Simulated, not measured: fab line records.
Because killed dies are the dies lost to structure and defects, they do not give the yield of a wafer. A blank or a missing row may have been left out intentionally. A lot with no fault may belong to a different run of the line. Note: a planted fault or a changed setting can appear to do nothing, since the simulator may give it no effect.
fab line records ; flow n5-finfet
record lots=6; wafers=18; last-day=16
route steps=1938 shown BEOL_M4@1111 BEOL_M5@1112 PASSIVATION@1936
lots that met no fault: taken from a fault-free run of the same line
start-h: the number of hours between the record's first day and the start of the first shown wafer of the lot ; wait-h: how many hours have passed since the lot's step before this one ; " same as the row above ; L1.1+2: a row that stands for several wafers ; - value missing, or start not given ; * or withheld: withheld ; < > ~ a bound
route shown NAME@n: NAME is a module with steps in the file, n the number in the route of the first one ; usual: mean/standard deviation of fault-free wafers ; same: alike in all rows ; chamber/n: place in a boat ; sites: each site's reading ; _std_site: how widely they spread, as a standard deviation ; _edge_site: outer sites' mean less inner sites' ; radius-mm: for every site, how far away it sits from the centre of the wafer ; mask NAME#n: copy n ; behind: the most recent tool/chamber to have shaped the wafer ; hold: why the lot went on hold/how many hours it stayed there/how the hold came to an end ; device: transistor that didn't switch, given as n, p or np ; end of line: the route-end tests of the same wafers ; for a step that has no rows: nothing shown but its recipe ; killed: not the wafer's yield, but the dies lost to structure and defects at the first sort ; map: a wafer's dies, x killed, . not, _ none there
set.NAME: the setting as run; set.NAME@STEP: as run at that earlier step ; model.NAME: the simulator's own value behind a step, which no gauge read
lots at some steps of the route; a table a step, a row a wafer
services: a tool's chamber out of use, with start hour (start-h, from the record's first day; less than 0 if before it), hours out, and reason
## steps
# step N5_BEOL_M4_RC_MEAS_101
# usual DIBL_N=36.5/1.4; DIBL_P=36.6/1.6; IOFF_N=0.160/0.024; IOFF_P=0.217/0.029; ION_N=674/8.7; ION_P=464/6.5; SS_N=71.6/0.47; SS_P=73.4/0.57; VT_N=250.0/2.5; VT_P=-250/3.1
lot.wafer;tool;chamber;start-h;wait-h;DIBL_N[mV/V];DIBL_P[mV/V];IOFF_N[nA/um];IOFF_P[nA/um];ION_N[uA/um];ION_P[uA/um];SS_N[mV/dec];SS_P[mV/dec];VT_N[mV];VT_P[mV]
L297.3;prober-02;0;174.38;0.3;33.7;35.3;0.136;0.191;658;461;71.6;73.3;250.9;-249
L297.4;prober-02;0;174.38;0.3;35.1;36.5;0.151;0.205;681;473;72.4;73.4;251.0;-249
L297.6;prober-02;0;174.38;0.3;32.8;33.8;0.116;0.167;668;465;71.3;72.4;256.0;-254
L306.2;prober-02;0;219.06;0.4;39.5;38.6;0.216;0.269;679;464;71.9;73.7;244.3;-250
L306.4;prober-02;0;219.06;0.4;36.6;35.3;0.162;0.207;665;462;70.9;73.2;249.6;-250
L306.5;prober-02;0;219.06;0.4;36.9;36.0;0.169;0.230;689;473;71.2;73.5;247.6;-250
L305.1;prober-02;0;233.87;0.0;36.0;33.3;0.136;0.197;669;465;71.3;72.4;251.6;-248
L305.3;prober-02;0;233.87;0.0;38.4;36.2;0.192;0.230;677;463;71.5;73.5;246.7;-247
L305.4;prober-02;0;233.87;0.0;35.9;33.6;0.137;0.186;667;459;71.5;72.3;248.8;-251
L312.4;prober-02;0;263.61;0.5;35.7;35.3;0.135;0.167;676;456;71.4;73.1;251.1;-255
L312.5;prober-02;0;263.61;0.5;34.9;34.0;0.115;0.147;658;450;71.2;73.1;255.8;-259
L312.6;prober-02;0;263.61;0.5;35.9;35.2;0.131;0.162;661;453;72.1;73.6;252.4;-255
L311.3;prober-01;0;263.70;0.3;35.9;35.6;0.140;0.198;660;462;70.6;73.2;252.2;-248
L311.5;prober-01;0;263.70;0.3;36.3;36.7;0.148;0.212;661;457;71.5;73.2;251.1;-250
L311.6;prober-01;0;263.70;0.3;36.8;37.0;0.166;0.221;688;470;71.1;73.2;248.1;-246
L315.2;prober-02;0;289.12;0.2;34.8;35.7;0.137;0.188;669;462;71.1;73.2;250.9;-255
L315.3;prober-02;0;289.12;0.2;36.4;36.4;0.147;0.208;666;460;72.1;73.9;252.5;-251
L315.5;prober-02;0;289.12;0.2;35.2;36.0;0.134;0.193;658;458;71.9;73.4;254.7;-251
# step N5_BEOL_M5_ILD_DEP_00
# recipe material=SiCOH_lowk; target-thk-a=1406.4; temp-c=300; precursor=DEMS/porogen; pressure-torr=5; rf-w=500; time-s=25.9
# usual heater-power-w=313/53; showerhead-plenum-p-Torr=5.736/0.016; throttle-valve-pct=13.6/0.66
lot.wafer;tool;chamber;start-h;wait-h;heater-power-w;showerhead-plenum-p-Torr;since-wet-clean-h;throttle-valve-pct
L297.3;pecvd-03;0;175.03;0.5;355;5.755;1060;14.3
L297.4;pecvd-03;1;175.03;0.5;325;5.767;-;15.3
L297.6;pecvd-03;2;175.03;0.5;301;5.722;-;12.9
L306.2;pecvd-04;2;219.87;0.7;341;5.744;369;12.7
L306.4;pecvd-04;1;219.87;0.7;367;5.732;-;12.8
L306.5;pecvd-04;0;219.87;0.7;269;5.722;-;13.5
L305.1;pecvd-04;2;234.85;0.8;392;5.741;384;13.2
L305.3;pecvd-04;1;234.85;0.8;337;5.722;1664;13.0
L305.4;pecvd-04;0;234.85;0.8;228;5.719;-;13.1
L312.4;pecvd-03;0;264.14;0.4;397;5.730;-;14.2
L312.5;pecvd-03;1;264.14;0.4;276;5.737;-;15.0
L312.6;pecvd-03;2;264.14;0.4;324;5.742;-;13.0
L311.3;pecvd-04;2;264.36;0.5;359;5.731;414;13.4
L311.5;pecvd-04;0;264.36;0.5;241;5.722;-;13.7
L311.6;pecvd-04;2;264.36;0.5;367;5.725;-;13.0
L315.2;pecvd-04;2;289.93;0.7;369;5.725;439;13.2
L315.3;pecvd-04;0;289.93;0.7;263;5.727;994;13.5
L315.5;pecvd-04;2;289.93;0.7;380;5.732;-;13.1
# step N5_BEOL_M5_CURE_79
# recipe temp-c=385; time-s=240; ambient=He/Ar; material=SiCOH_lowk
# usual lamp-power-pct=52.30/0.056; wafer_temp_C_max=386.7/0.46
lot.wafer;tool;chamber;start-h;wait-h;lamp-power-pct;wafer_temp_C_max
L297.3;uv-cure-03;1;175.25;0.2;52.34;387.8
L297.4;uv-cure-03;1;175.25;0.2;52.34;387.8
L297.6;uv-cure-03;1;175.25;0.2;52.32;387.9
L306.2;uv-cure-02;2;220.01;0.1;52.35;386.3
L306.4;uv-cure-02;2;220.01;0.1;52.23;386.8
L306.5;uv-cure-02;2;220.01;0.1;52.27;386.6
L305.1;uv-cure-02;1;234.91;0.0;52.35;386.0
L305.3;uv-cure-02;1;234.91;0.0;52.28;386.6
L305.4;uv-cure-02;1;234.91;0.0;52.31;386.4
L312.4;uv-cure-02;0;264.42;0.3;52.35;386.8
L312.5;uv-cure-02;0;264.42;0.3;52.31;386.7
L312.6;uv-cure-02;0;264.42;0.3;52.30;386.8
L311.3;uv-cure-01;2;264.58;0.2;52.29;386.9
L311.5;uv-cure-01;2;264.58;0.2;52.32;386.8
L311.6;uv-cure-01;2;264.58;0.2;52.26;386.1
L315.2;uv-cure-01;2;290.07;0.1;52.44;386.3
L315.3;uv-cure-01;2;290.07;0.1;52.23;386.2
L315.5;uv-cure-01;2;290.07;0.1;52.35;385.9
# step N5_BEOL_M5_THK_MEAS_01
# recipe reads=SiCOH_lowk_of_BEOL_M5_ILD_DEP_00
# usual M5_ILD_THK=120.6/1.5
lot.wafer;tool;chamber;start-h;wait-h;M5_ILD_THK[nm]
L297.3;film-metro-01;-;175.60;0.3;119.8
L297.4;film-metro-01;-;175.60;0.3;119.9
L297.6;film-metro-01;-;175.60;0.3;121.4
L306.2;film-metro-01;-;220.45;0.4;120.6
L306.4;film-metro-01;-;220.45;0.4;123.8
L306.5;film-metro-01;-;220.45;0.4;123.3
L305.1;film-metro-01;-;235.42;0.4;119.9
L305.3;film-metro-01;-;235.42;0.4;119.1
L305.4;film-metro-01;-;235.42;0.4;123.4
L312.4;film-metro-02;-;264.69;0.2;121.2
L312.5;film-metro-02;-;264.69;0.2;121.2
L312.6;film-metro-02;-;264.69;0.2;120.8
L311.3;film-metro-01;-;264.93;0.3;117.8
L311.5;film-metro-01;-;264.93;0.3;119.4
L311.6;film-metro-01;-;264.93;0.3;121.9
L315.2;film-metro-02;-;290.50;0.4;121.8
L315.3;film-metro-02;-;290.50;0.4;120.5
L315.5;film-metro-02;-;290.50;0.4;123.4
# step N5_BEOL_M5_PECVD_70
# recipe material=SiO2; target-thk-a=160; temp-c=400; precursor=TEOS/O2; pressure-torr=5.5; rf-w=450; teos-flow-sccm=53.8; gas=O2; flow-sccm=3000; time-s=18
# usual heater-power-w=710/95; showerhead-plenum-p-Torr=8.77/0.066; throttle-valve-pct=22.1/1.1
lot.wafer;tool;chamber;start-h;wait-h;heater-power-w;showerhead-plenum-p-Torr;since-wet-clean-h;throttle-valve-pct
L297.3;pecvd-03;0;175.64;0.0;717;8.83;1061;22.8
L297.4;pecvd-03;0;175.64;0.0;722;8.84;-;23.0
L297.6;pecvd-03;1;175.64;0.0;713;8.82;-;24.5
L306.2;pecvd-03;1;220.48;0.0;676;8.83;1831;24.3
L306.4;pecvd-03;2;220.48;0.0;724;8.70;-;21.0
L306.5;pecvd-03;0;220.48;0.0;826;8.80;-;23.1
L305.1;pecvd-01;1;235.45;0.0;653;8.87;2027;22.8
L305.3;pecvd-01;2;235.45;0.0;631;8.71;548;21.3
L305.4;pecvd-01;0;235.45;0.0;687;8.74;-;22.3
L312.4;pecvd-01;1;264.75;0.1;598;8.91;-;22.5
L312.5;pecvd-01;0;264.75;0.1;708;8.75;-;22.8
L312.6;pecvd-01;2;264.75;0.1;562;8.69;-;21.1
L311.3;pecvd-03;1;264.97;0.0;652;8.81;1875;24.5
L311.5;pecvd-03;0;264.97;0.0;876;8.83;-;22.8
L311.6;pecvd-03;2;264.97;0.0;789;8.72;-;21.0
L315.2;pecvd-03;1;290.54;0.0;754;8.80;1901;24.6
L315.3;pecvd-03;0;290.54;0.0;867;8.81;1176;23.2
L315.5;pecvd-03;2;290.54;0.0;697;8.71;-;21.2
# step N5_BEOL_M5_HM_DEP_02
# recipe material=TiN; target-thk-a=200; temp-c=25; chamber-pressure-pa=0.49996
# usual throttle-valve-pct=30.2/1.1
lot.wafer;tool;chamber;start-h;wait-h;throttle-valve-pct
L297.3;pvd-sputter-02;-;178.60;2.9;30.6
L297.4;pvd-sputter-02;-;178.60;2.9;30.4
L297.6;pvd-sputter-02;-;178.60;2.9;30.2
L306.2;pvd-sputter-02;-;222.93;2.4;30.4
L306.4;pvd-sputter-02;-;222.93;2.4;30.1
L306.5;pvd-sputter-02;-;222.93;2.4;30.7
L305.1;pvd-sputter-02;-;237.88;2.4;30.9
L305.3;pvd-sputter-02;-;237.88;2.4;30.3
L305.4;pvd-sputter-02;-;237.88;2.4;30.6
L312.4;pvd-sputter-02;-;265.91;1.1;30.4
L312.5;pvd-sputter-02;-;265.91;1.1;30.6
L312.6;pvd-sputter-02;-;265.91;1.1;28.4
L311.3;pvd-sputter-02;-;266.01;1.0;28.3
L311.5;pvd-sputter-02;-;266.01;1.0;28.2
L311.6;pvd-sputter-02;-;266.01;1.0;30.3
L315.2;pvd-sputter-01;-;290.65;0.1;30.1
L315.3;pvd-sputter-01;-;290.65;0.1;29.1
L315.5;pvd-sputter-01;-;290.65;0.1;29.3
# step N5_BEOL_M5_COAT_59
# recipe resist=SOC; temp-c=250; time-s=60; spin-rpm=1500; resist-thk-nm=60
# step N5_BEOL_M5_COAT_60
# recipe resist=SiARC; temp-c=220; time-s=60; spin-rpm=1500; resist-thk-nm=12
# step N5_BEOL_M5_COAT_71
# recipe resist=underlayer; temp-c=205; time-s=60; spin-rpm=1500; resist-thk-nm=5
# step N5_BEOL_M5_COAT_05
# recipe resist=CAR-EUV; spin-rpm=1500; resist-thk-nm=30
# step N5_BEOL_M5_EBR_07
# recipe solvent=PGMEA; ebr-width-mm=1.5
# step N5_BEOL_M5_SOFTBAKE_06
# recipe temp-c=110; time-s=60; resist=CAR-EUV
# step N5_BEOL_M5_EXPOSE_08
# recipe mask-id=M5; na=0.33; source-shape=annular; sigma-inner=0.4; sigma-outer=0.8; polarization=unpolarized; target-cd-nm=28; dose-mj=35.75
# same sigma-inner=0.4
lot.wafer;tool;chamber;start-h;wait-h;mask;model.BEOL_M5.overlay-x-nm
L297.3+4+6;euv-scanner-01;0;178.87;-;M5#0;0.2
L306.2+4+5;euv-scanner-02;0;223.20;-;M5#0;0.6
L305.1+3+4;euv-scanner-01;0;238.14;-;M5#0;0.2
L312.4+5+6;euv-scanner-01;0;266.19;-;M5#0;6.8
L311.3+5+6;euv-scanner-01;0;266.29;-;M5#0;7
L315.2+3+5;euv-scanner-02;0;291.05;-;M5#0;0.2
# step N5_BEOL_M5_PEB_09
# recipe peb-temp-c=100; peb-time-s=60; resist=CAR-EUV
# step N5_BEOL_M5_DEVELOP_10
# recipe develop-time-s=30; developer=TMAH; resist=CAR-EUV; rinse-liquid=surfactant-rinse; dry=air-spin; dev-temp-c=23
# step N5_BEOL_M5_CD_MEAS_11
# recipe target-cd-nm=27.74; landing-energy-ev=500; detector=se-inlens
# usual cd-nm=28.03/0.24
lot.wafer;tool;chamber;start-h;wait-h;cd-nm
L297.3;cd-sem-03;0;178.99;-;28.39
L297.4;cd-sem-03;0;178.99;-;28.43
L297.6;cd-sem-03;0;178.99;-;28.09
L306.2;cd-sem-01;0;223.33;-;28.27
L306.4;cd-sem-01;0;223.33;-;28.46
L306.5;cd-sem-01;0;223.33;-;28.37
L305.1;cd-sem-01;0;238.27;-;28.25
L305.3;cd-sem-01;0;238.27;-;27.58
L305.4;cd-sem-01;0;238.27;-;28.27
L312.4;cd-sem-01;0;266.31;-;27.54
L312.5;cd-sem-01;0;266.31;-;28.36
L312.6;cd-sem-01;0;266.31;-;27.66
L311.3;cd-sem-02;0;266.40;-;27.97
L311.5;cd-sem-02;0;266.40;-;28.19
L311.6;cd-sem-02;0;266.40;-;27.78
L315.2;cd-sem-01;0;291.17;-;28.14
L315.3;cd-sem-01;0;291.17;-;27.85
L315.5;cd-sem-01;0;291.17;-;27.71
# step N5_BEOL_M5_OVL_MEAS_12
# recipe points-per-wafer=522
# usual M5_OVL=0.0/0.69
lot.wafer;tool;chamber;start-h;wait-h;M5_OVL[nm]
L297.3;overlay-02;0;179.03;0.0;-0.1
L297.4;overlay-02;0;179.03;0.0;-0.5
L297.6;overlay-02;0;179.03;0.0;-0.7
L306.2;overlay-01;0;223.36;0.0;1.5
L306.4;overlay-01;0;223.36;0.0;1.1
L306.5;overlay-01;0;223.36;0.0;1.3
L305.1;overlay-02;0;238.30;0.0;0.5
L305.3;overlay-02;0;238.30;0.0;-0.2
L305.4;overlay-02;0;238.30;0.0;-0.3
L312.4;overlay-01;0;266.35;0.0;6.6
L312.5;overlay-01;0;266.35;0.0;6.5
L312.6;overlay-01;0;266.35;0.0;6.5
L311.3;overlay-01;0;266.44;0.0;6.3
L311.5;overlay-01;0;266.44;0.0;7.4
L311.6;overlay-01;0;266.44;0.0;6.6
L315.2;overlay-02;0;291.21;0.0;0.0
L315.3;overlay-02;0;291.21;0.0;0.3
L315.5;overlay-02;0;291.21;0.0;0.8
# step N5_BEOL_M5_INSPECT_13
# recipe mode=adi; inspect-instrument=brightfield
# usual raw-defect-count=420/92
lot.wafer;tool;chamber;start-h;wait-h;raw-defect-count
L297.3;defect-inspect-02;-;179.08;0.0;494
L297.4;defect-inspect-02;-;179.08;0.0;418
L297.6;defect-inspect-02;-;179.08;0.0;677
L306.2;defect-inspect-01;-;223.41;0.0;351
L306.4;defect-inspect-01;-;223.41;0.0;420
L306.5;defect-inspect-01;-;223.41;0.0;301
L305.1;defect-inspect-02;-;238.36;0.1;631
L305.3;defect-inspect-02;-;238.36;0.1;451
L305.4;defect-inspect-02;-;238.36;0.1;412
L312.4;defect-inspect-02;-;266.39;0.0;444
L312.5;defect-inspect-02;-;266.39;0.0;369
L312.6;defect-inspect-02;-;266.39;0.0;474
L311.3;defect-inspect-02;-;266.49;0.0;374
L311.5;defect-inspect-02;-;266.49;0.0;275
L311.6;defect-inspect-02;-;266.49;0.0;369
L315.2;defect-inspect-02;-;291.26;0.0;354
L315.3;defect-inspect-02;-;291.26;0.0;319
L315.5;defect-inspect-02;-;291.26;0.0;236
# step N5_PASSIVATION_PROBE_49
# usual defect-limited-yield=91.2/1.4; killed_at_M0_to_M3=34/9.4; killed_at_M4_up=13/5.8; killed-at-contacts=13/6.4; killed-at-front-end=41/11; killed-at-other=3.1/2.3; killed-dies=103/16; killed-open=69/12; killed-short=33/7.8; sort_bin_5_function=5.1/0.91; sort_bin_6_memory=3.3/0.63; sort-n-pass=1077/16; sort-yield-pct=91.2/1.4
# same gross-dies=1180; killed-at-back-side=0; sort_bin_4_leakage[%]=0; sort_bin_8_speed[%]=0
lot.wafer;tool;chamber;start-h;wait-h;defect-limited-yield[%];killed_at_M0_to_M3;killed_at_M4_up;killed-at-contacts;killed-at-front-end;killed-at-other;killed-dies;killed-open;killed-short;sort_bin_5_function[%];sort_bin_6_memory[%];sort-n-pass;sort-yield-pct[%]
L297.3;prober-01;-;283.54;0.1;92.7;38;10;7;30;1;86;63;23;4.5;2.4;1094;92.7
L297.4;prober-01;-;283.59;0.2;90.1;48;16;10;41;2;117;81;36;5.3;4.4;1063;90.1
L297.6;prober-01;-;283.69;0.3;89.9;59;10;10;38;2;119;77;40;6.1;3.6;1061;89.9
L306.2;prober-02;-;310.67;0.1;89.5;38;21;18;45;2;124;82;39;6.0;3.8;1056;89.5
L306.4;prober-02;-;310.77;0.2;91.6;41;9;11;37;1;99;67;31;4.9;3.1;1081;91.6
L306.5;prober-02;-;310.82;0.2;90.4;33;15;10;53;2;113;67;44;6.2;3.3;1067;90.4
L305.1;prober-01;-;331.16;0.0;92.2;33;15;12;31;1;92;47;43;4.6;3.0;1088;92.2
L305.3;prober-01;-;331.26;0.1;88.9;60;13;22;34;2;131;79;51;6.9;3.9;1049;88.9
L305.4;prober-01;-;331.31;0.2;93.6;30;8;5;30;2;75;55;18;4.0;2.3;1105;93.6
L311.3;prober-02;-;361.70;0.1;92.3;35;12;8;32;4;91;65;24;3.8;3.6;1089;92.3
L311.5;prober-02;-;361.80;0.2;92.4;42;14;6;27;1;90;72;18;5.1;2.5;1090;92.4
L311.6;prober-02;-;361.85;0.3;90.3;48;16;1;47;2;114;80;34;6.0;3.6;1066;90.3
L312.4;prober-01;-;362.22;0.2;93.6;24;5;8;36;2;75;43;32;4.0;2.2;1105;93.6
L312.5;prober-01;-;362.27;0.2;89.8;34;7;23;50;6;120;75;45;6.4;3.6;1060;89.8
L312.6;prober-01;-;362.32;0.3;91.2;43;8;15;34;4;104;65;39;5.2;3.3;1076;91.2
L315.2;prober-02;-;384.08;0.1;89.7;49;11;9;46;7;122;85;36;6.1;3.5;1058;89.7
L315.3;prober-02;-;384.13;0.1;91.9;44;16;9;25;2;96;65;28;5.0;3.1;1084;91.9
L315.5;prober-02;-;384.23;0.2;90.9;37;14;10;46;0;107;64;39;4.7;3.6;1073;90.9
# killed by level:class
L297.3 FIN_SAQP:geometric-particle:open=12 BEOL_M1:geometric-particle:open=9 BEOL_M0_SAQP:geometric-particle:open=6 BEOL_M3:geometric-particle:open=6 BEOL_M2:geometric-particle:open=5 BEOL_M8:geometric-particle:open=5 MOL_CONTACT_COAG:geometric-particle:open=4 FIN_SAQP:geometric-particle:short=3
L297.4 FIN_SAQP:geometric-particle:short=14 BEOL_M2:geometric-particle:open=12 BEOL_M1:geometric-particle:open=10 BEOL_M3:geometric-particle:open=9 BEOL_M4:geometric-particle:open=9 MOL_CONTACT_COAG:geometric-particle:open=8 FIN_SAQP:geometric-particle:open=7 BEOL_M2:geometric-particle:short=7
L297.6 BEOL_M2:geometric-particle:open=12 BEOL_M0_SAQP:geometric-particle:short=11 BEOL_M3:geometric-particle:open=11 STI_FIN_REVEAL:geometric-particle:open=10 BEOL_M1:geometric-particle:open=9 MOL_CONTACT_COAG:geometric-particle:open=8 FIN_SAQP:geometric-particle:short=7 BEOL_M3:geometric-particle:short=6
L306.2 MOL_CONTACT_COAG:geometric-particle:open=14 FIN_SAQP:geometric-particle:short=13 STI_FIN_REVEAL:geometric-particle:open=13 BEOL_M4:geometric-particle:open=13 FIN_SAQP:geometric-particle:open=9 BEOL_M0_SAQP:geometric-particle:short=8 BEOL_M0_SAQP:geometric-particle:open=7 BEOL_M2:geometric-particle:open=7
L306.4 MOL_CONTACT_COAG:geometric-particle:open=10 BEOL_M1:geometric-particle:open=10 STI_FIN_REVEAL:geometric-particle:open=8 BEOL_M3:geometric-particle:open=8 BEOL_M0_SAQP:geometric-particle:short=7 GATE_CUT:geometric-particle:short=6 BEOL_M0_SAQP:geometric-particle:open=6 FIN_SAQP:geometric-particle:open=5
L306.5 GATE_CUT:geometric-particle:short=13 FIN_SAQP:geometric-particle:short=10 BEOL_M1:geometric-particle:open=9 MOL_CONTACT_COAG:geometric-particle:open=8 FIN_SAQP:geometric-particle:open=7 STI_FIN_REVEAL:geometric-particle:open=7 BEOL_M0_SAQP:geometric-particle:open=6 BEOL_M0_SAQP:geometric-particle:short=5
L305.1 BEOL_M4:geometric-particle:open=11 BEOL_M0_SAQP:geometric-particle:short=9 BEOL_M0_SAQP:geometric-particle:open=9 MOL_CONTACT_COAG:geometric-particle:open=8 FIN_SAQP:geometric-particle:short=6 GATE_CUT:geometric-particle:short=6 BEOL_M1:geometric-particle:short=4 BEOL_M1:geometric-particle:open=4
L305.3 MOL_CONTACT_COAG:geometric-particle:open=14 BEOL_M0_SAQP:geometric-particle:short=14 BEOL_M2:geometric-particle:open=13 BEOL_M0:geometric-particle:open=9 MOL_CONTACT_COAG:geometric-particle:short=8 BEOL_M0_SAQP:geometric-particle:open=8 BEOL_M4:geometric-particle:open=8 FIN_SAQP:geometric-particle:short=7
L305.4 BEOL_M0_SAQP:geometric-particle:open=9 BEOL_M2:geometric-particle:open=9 STI_FIN_REVEAL:geometric-particle:open=8 DUMMY_GATE:geometric-particle:open=6 BEOL_M0_SAQP:geometric-particle:short=5 MOL_CONTACT_COAG:geometric-particle:open=5 GATE_CUT:geometric-particle:short=4 BEOL_M4:geometric-particle:open=4
L311.3 BEOL_M0_SAQP:geometric-particle:open=8 BEOL_M2:geometric-particle:open=8 ILD0:geometric-particle:short=7 ILD0:geometric-particle:open=7 MOL_CONTACT_COAG:geometric-particle:open=7 BEOL_M1:geometric-particle:open=6 BEOL_M0_SAQP:geometric-particle:short=5 BEOL_M3:geometric-particle:open=5
L311.5 STI_FIN_REVEAL:geometric-particle:open=12 BEOL_M2:geometric-particle:open=12 BEOL_M1:geometric-particle:open=10 BEOL_M3:geometric-particle:open=9 MOL_CONTACT_COAG:geometric-particle:open=5 BEOL_M0_SAQP:geometric-particle:open=5 BEOL_M4:geometric-particle:open=5 DUMMY_GATE:geometric-particle:short=3
L311.6 STI_FIN_REVEAL:geometric-particle:open=18 BEOL_M1:geometric-particle:open=13 BEOL_M2:geometric-particle:open=11 BEOL_M3:geometric-particle:open=9 BEOL_M4:geometric-particle:open=6 GATE_CUT:geometric-particle:open=5 BEOL_M1:geometric-particle:short=5 FIN_SAQP:geometric-particle:short=4
L312.4 BEOL_M0_SAQP:geometric-particle:short=9 MOL_CONTACT_COAG:geometric-particle:open=8 DUMMY_GATE:geometric-particle:open=5 GATE_CUT:geometric-particle:open=5 GATE_CUT:geometric-particle:short=5 FIN_SAQP:geometric-particle:short=4 FIN_SAQP:geometric-particle:open=3 STI_FIN_REVEAL:geometric-particle:open=3
L312.5 MOL_CONTACT_COAG:geometric-particle:open=19 FIN_SAQP:geometric-particle:open=13 BEOL_M0_SAQP:geometric-particle:short=12 FIN_SAQP:geometric-particle:short=10 BEOL_M0_SAQP:geometric-particle:open=9 STI_FIN_REVEAL:geometric-particle:open=8 GATE_CUT:geometric-particle:short=6 BEOL_M3:geometric-particle:open=4
L312.6 BEOL_M0_SAQP:geometric-particle:open=20 BEOL_M0_SAQP:geometric-particle:short=15 MOL_CONTACT_COAG:geometric-particle:open=11 FIN_SAQP:geometric-particle:short=7 DUMMY_GATE:geometric-particle:open=7 GATE_CUT:geometric-particle:short=4 MOL_CONTACT_COAG:geometric-particle:short=4 STARTING-WAFER:geometric-particle:open=4
L315.2 BEOL_M0_SAQP:geometric-particle:open=13 DUMMY_GATE:geometric-particle:open=10 BEOL_M2:geometric-particle:open=10 BEOL_M1:geometric-particle:open=9 MOL_CONTACT_COAG:geometric-particle:open=8 BEOL_M0_SAQP:geometric-particle:short=7 BEOL_M1:geometric-particle:short=6 FIN_SAQP:geometric-particle:short=5
L315.3 BEOL_M1:geometric-particle:open=15 BEOL_M0_SAQP:geometric-particle:open=13 MOL_CONTACT_COAG:geometric-particle:open=9 GATE_CUT:geometric-particle:short=5 DUMMY_GATE:geometric-particle:open=4 BEOL_M5:geometric-particle:open=4 GATE_CUT:geometric-particle:open=4 FIN_SAQP:geometric-particle:short=3
L315.5 BEOL_M2:geometric-particle:open=9 BEOL_M0_SAQP:geometric-particle:open=7 FIN_SAQP:geometric-particle:open=6 MOL_CONTACT_COAG:geometric-particle:open=6 GATE_CUT:geometric-particle:short=6 BEOL_M0_SAQP:geometric-particle:short=6 ILD0:geometric-particle:open=5 FIN_SAQP:geometric-particle:short=4
## services
tool;chamber;start-h;hours;kind
euv-scanner-02;-;153.70;12.0;pm
uv-cure-01;-;155.81;1.0;pm
euv-scanner-01;0;164.26;-;calibration
euv-scanner-01;-;165.70;1.0;pm
uv-cure-03;-;167.27;0.3;repair
euv-scanner-02;-;173.05;1.0;pm
pecvd-03;1;182.27;23.1;repair
uv-cure-03;-;194.90;7.5;pm
pecvd-04;1;199.92;5.5;scheduled-down
uv-cure-02;-;200.93;1.8;repair
pecvd-03;-;204.38;14.6;pm
euv-scanner-01;-;217.10;1.0;pm
euv-scanner-02;-;229.23;1.0;pm
pecvd-04;2;239.49;10.0;repair
euv-scanner-01;-;246.19;1.1;repair
euv-scanner-01;-;249.21;4.6;pm
pecvd-03;2;250.98;2.1;scheduled-down
euv-scanner-02;-;253.81;4.6;pm
euv-scanner-02;-;265.88;0.3;repair
uv-cure-01;-;272.45;1.2;repair
euv-scanner-01;-;273.25;1.0;pm
pecvd-03;-;275.77;0.4;repair
pecvd-03;-;280.65;5.5;pm
euv-scanner-02;-;285.35;1.0;pm
## key
first-sign step=N5_BEOL_M5_OVL_MEAS_12; reading=M5_OVL; direction=up; sigmas=9.6; usual=0.0; struck=6.6
effect none on later readings
model-effect step=N5_BEOL_M5_EXPOSE_08; value=BEOL_M5.overlay-x-nm; without=0.3; struck=6.9
met-at N5_BEOL_M5_EXPOSE_08
struck-wafers L311.3,L311.5,L311.6,L312.4,L312.5,L312.6
onset-between 238.14 266.19
also-fits N5_BEOL_M5_HM_DEP_02:pvd-sputter-02
fault kind=scanner-matching-overlay; tool=euv-scanner-01; chamber=-; onset-h=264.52; steps=N5_BEOL_M5_EXPOSE_08; offset=6.641
